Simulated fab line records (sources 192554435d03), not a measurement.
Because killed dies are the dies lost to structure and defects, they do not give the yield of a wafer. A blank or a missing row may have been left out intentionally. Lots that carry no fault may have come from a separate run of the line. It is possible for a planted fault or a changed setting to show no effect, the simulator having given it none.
The same fault as seen by 3 desks + flow n5Finfet + each desk holds nothing but its own numbers, with what lay behind them at the end
Where a reading is given only as a bound, like >300, the bound stands for it, and a mean or a difference that rests on one is marked > or <: the true number lies beyond.

## DESK OF THE TOOL OWNER: aldHk-03
The tool's own readings at N5_HKMG_FIN_HK_ALD_01 (deposits HfO2, target thk 1.6 nm, pulse time 3 s, purge time 3 s): means of the sampled wafers that have a number, for each lot that ran on this tool. The brackets show how far a lot's mean lies from the usual mean; more than 4 standard deviations puts the lot out of limits, marked OUT.
Columns: A = precursorPulseHeightRel at N5_HKMG_FIN_HK_ALD_01, usual 1.000
| lot  | first seen here | A     |
|------|-----------------|-------|
| L883 | day 3 22:42     | 0.995 |
| L887 | day 5 01:38     | 0.997 |
| L890 | day 5 17:56     | 1.014 |
| L895 | day 6 22:44     | 1.024 |
| L898 | day 7 19:40     | 1.015 |
Result from this desk: across the 5 lots, nothing is out of limits.

## THE DEFECT DESK
Per lot, the means of the sampled wafers with a number show what the inspections along the route counted. The brackets show how far a lot's mean lies from the usual mean; more than 4 standard deviations puts the lot out of limits, marked OUT.
Columns: A = rawDefectCount at N5_DUMMY_REMOVAL_INSPECT_06, usual 11; B = rawDefectCount at N5_HKMG_FIN_INSPECT_61, usual 2.0
| lot  | first seen here | A  | B               |
|------|-----------------|----|-----------------|
| L883 | day 3 22:20     | 16 | 2.0             |
| L884 | day 4 08:10     | 14 | 1.3             |
| L887 | day 5 01:17     | 9  | 3.0             |
| L890 | day 5 17:35     | 8  | 2.3             |
| L891 | day 6 00:50     | 7  | 1.0             |
| L895 | day 6 22:23     | 11 | 1.0             |
| L897 | day 7 08:07     | 10 | 1.3             |
| L898 | day 7 19:19     | 8  | >101 (>+76) OUT |
| L906 | day 9 17:20     | 10 | 2.0             |
This desk's verdict: out of limits on L898, starting with L898 at day 7 20:33 (rawDefectCount at N5_HKMG_FIN_INSPECT_61). L883, L884, L887, L890, L891, L895, L897, L906 stayed within limits.

## FROM THE METROLOGY DESK
Lot by lot, what the gauges showed, no matter which tool ran the lot: averages of those sampled wafers that carry a number. The brackets show how far a lot's mean lies from the usual mean; more than 4 standard deviations puts the lot out of limits, marked OUT. It has 11 readings; the 7 that lie furthest out on some lot are the ones shown.
Columns: A = cdNm at N5_HKMG_FIN_CD_MEAS_49, usual 201.9 nm; B = DIBL_N at N5_BEOL_M4_RC_MEAS_101, usual 36.5 mV/V; C = IOFF_P at N5_BEOL_M4_RC_MEAS_101, usual 0.217 nA/um; D = ION_P at N5_BEOL_M4_RC_MEAS_101, usual 464 uA/um; E = SS_P at N5_BEOL_M4_RC_MEAS_101, usual 73.4 mV/dec; F = VT_N at N5_BEOL_M4_RC_MEAS_101, usual 250.0 mV; G = VT_P at N5_BEOL_M4_RC_MEAS_101, usual -250 mV
| lot  | first seen here | A     | B    | C     | D   | E    | F     | G    |
|------|-----------------|-------|------|-------|-----|------|-------|------|
| L883 | day 3 23:38     | 201.8 | 38.1 | 0.235 | 467 | 73.4 | 250.1 | -248 |
| L884 | day 4 09:28     | 201.9 | 35.0 | 0.201 | 463 | 72.9 | 250.4 | -250 |
| L887 | day 5 02:43     | 201.2 | 36.7 | 0.250 | 472 | 73.2 | 246.6 | -246 |
| L890 | day 5 18:53     | 202.0 | 37.2 | 0.233 | 467 | 73.6 | 250.8 | -248 |
| L891 | day 6 02:10     | 202.0 | 36.8 | 0.261 | 474 | 73.7 | 247.4 | -244 |
| L895 | day 6 23:47     | 201.5 | 36.5 | 0.220 | 467 | 72.8 | 250.2 | -248 |
| L897 | day 7 09:22     | 202.0 | 36.4 | 0.222 | 465 | 73.7 | 251.1 | -248 |
| L898 | day 7 20:29     | 202.3 | 37.4 | 0.243 | 470 | 73.7 | 248.1 | -248 |
| L906 | day 9 18:38     | 201.7 | 36.7 | 0.218 | 462 | 73.6 | 248.0 | -251 |
Result from this desk: across the 9 lots, nothing is out of limits.

## TAKEN TOGETHER
The defect desk could have raised an alarm at day 7 20:33, on L898.
Nothing out of limits was seen by the tool owner's desk.
From the metrology desk's view, nothing was out of limits.
Tool owner's desk: L898 on record, inside its limits.
The metrology desk holds a record of L898, inside its limits.
Of the lots named, all ran N5_HKMG_FIN_HK_ALD_01 on aldHk-03.

## WHAT WAS PUT IN BY THE SIMULATOR
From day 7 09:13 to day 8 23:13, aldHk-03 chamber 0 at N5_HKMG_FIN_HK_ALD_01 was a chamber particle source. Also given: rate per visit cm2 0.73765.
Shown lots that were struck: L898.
Hours from the fault's start to each desk's first reading out of limits: the defect desk, 11.
